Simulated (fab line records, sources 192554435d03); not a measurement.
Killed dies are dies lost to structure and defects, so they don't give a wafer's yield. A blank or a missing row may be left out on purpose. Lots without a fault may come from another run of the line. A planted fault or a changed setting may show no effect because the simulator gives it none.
Split-lot experiment | flow n5_finfet | 7 lots, 21 wafers read, on a route of 1938 steps

THE SPLIT
At N5_DUMMY_GATE_EXPOSE_12 (exposes mask GATE, target cd 25 nm), the setting dose_mj was moved away from the recipe's 34 on 5 of the 21 wafers read, by -5.9% to +6.6%. The other wafers ran this setting at the recipe's value.

FROM THE SPLIT TO THE READING: what the file shows between them, 6 steps
- N5_DUMMY_GATE_PEB_13: peb time 60 s
- N5_DUMMY_GATE_DEVELOP_14: develop time 30 s
- N5_DUMMY_GATE_STRIP_38: strips in N2/H2
- N5_DUMMY_GATE_STRIP_39: strips in N2/H2
- N5_DUMMY_GATE_TRIM_49: chemistry O2, time 29 s, target cd 14 nm
- N5_DUMMY_GATE_STRIP_40: strips in CF4

THE READING
cd_nm, in nm, at N5_DUMMY_GATE_CD_MEAS_50 (target cd 14 nm). Fault-free wafers of this fab line usually give 14.1 nm, standard deviation 0.32 nm.

wafer  | tool, chamber at the split | dose_mj as run | against the recipe | cd_nm, nm | against lot-mates on the recipe
L077.1 | euv_scanner-02, 0          | 34             | recipe             | 14.2      | -
L077.2 | euv_scanner-02, 0          | 34             | recipe             | 14.1      | -
L077.4 | euv_scanner-02, 0          | 35.5           | +4.4%              | 13.6      | -0.5
L079.2 | euv_scanner-01, 0          | 34             | recipe             | 14.0      | -
L079.4 | euv_scanner-01, 0          | 34             | recipe             | 13.4      | -
L079.6 | euv_scanner-01, 0          | 34             | recipe             | 14.0      | -
L081.2 | euv_scanner-01, 0          | 34             | recipe             | 14.2      | -
L081.4 | euv_scanner-01, 0          | 34             | recipe             | 13.8      | -
L081.5 | euv_scanner-01, 0          | 36.23          | +6.6%              | 13.0      | -1.0
L083.2 | euv_scanner-02, 0          | 34             | recipe             | 13.8      | -
L083.5 | euv_scanner-02, 0          | 35.15          | +3.4%              | 13.4      | -0.2
L083.6 | euv_scanner-02, 0          | 34             | recipe             | 13.5      | -
L090.1 | euv_scanner-01, 0          | 34             | recipe             | 14.3      | -
L090.3 | euv_scanner-01, 0          | 34             | recipe             | 14.8      | -
L090.4 | euv_scanner-01, 0          | 31.98          | -5.9%              | 15.6      | +1.0
L091.2 | euv_scanner-01, 0          | 34             | recipe             | 14.0      | -
L091.4 | euv_scanner-01, 0          | 34             | recipe             | 13.9      | -
L091.6 | euv_scanner-01, 0          | 34             | recipe             | 13.7      | -
L092.1 | euv_scanner-02, 0          | 34             | recipe             | 13.6      | -
L092.5 | euv_scanner-02, 0          | 34             | recipe             | 13.5      | -
L092.6 | euv_scanner-02, 0          | 35.35          | +4.0%              | 13.2      | -0.4

THE FIT
A straight line over all 21 wafers: cd_nm changes by -0.184 nm for each +1% of dose_mj; r = -0.78; the points scatter about the line by 0.36 nm.
The same after taking each lot's own level away (the mean of its wafers on the recipe; 21 wafers): -0.143 nm for each +1%; r = -0.88; scatter 0.19 nm.
On that fit, the largest move of dose_mj shifts the reading by 0.94 nm.
The lots' own levels span 13.55 to 14.55 nm, that is 3.1 times the standard deviation above.
So the lot-to-lot level blurs the effect unless lot-mates are compared.
Check: with one of the wafers moved furthest among these (+6.6%) left out of the fit, the line predicts -0.854 nm for it against its lot-mates. It came out at -1 nm against them.

OTHER SPLITS ON THESE WAFERS
These wafers also went through other splits before the reading. Each is held against what the fit with the lots' levels taken away leaves over:
other split on the same wafers          | wafers away from the commonest value | r with cd_nm (lot level and that fit taken away)
N5_ZERO_LAYER_EXPOSE_08 dose_mj         | 8                                    | -0.02
N5_ZERO_LAYER_DEVELOP_10 develop_time_s | 13                                   | +0.07
N5_WELL_APT_COAT_19 spin_rpm            | 6                                    | +0.38
N5_WELL_APT_PEB_23 peb_temp_c           | 4                                    | -0.16
N5_FIN_SAQP_SPACER1_ALD_24 temp_c       | 10                                   | +0.15
N5_DUMMY_GATE_PECVD_30 time_s           | 10                                   | +0.04

THE WHOLE CHAIN: every reading that the file lists as answering this split, in the file's order
step                     | what it does                                                   | reading                                                           | change (the file's fit)               | r (the file's)
N5_DUMMY_GATE_TRIM_49    | chemistry O2, time 29 s, target cd 14 nm                       | DUMMY_GATE.cd_nm (the simulator's own value, which no gauge read) | -0.149 nm for each +1% of the setting | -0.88
N5_DUMMY_GATE_CD_MEAS_50 | target cd 14 nm                                                | cd_nm                                                             | -0.141 nm for each +1% of the setting | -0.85
N5_DUMMY_GATE_ETCH_44    | etches poly-Si in HBr/O2, stops on SiO2, target depth 127.5 nm | DUMMY_GATE.cd_nm (the simulator's own value, which no gauge read) | -0.159 nm for each +1% of the setting | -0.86

THE FILE'S OWN FIT
cd_nm changes by -0.141 nm for each +1% of dose_mj, r = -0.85.
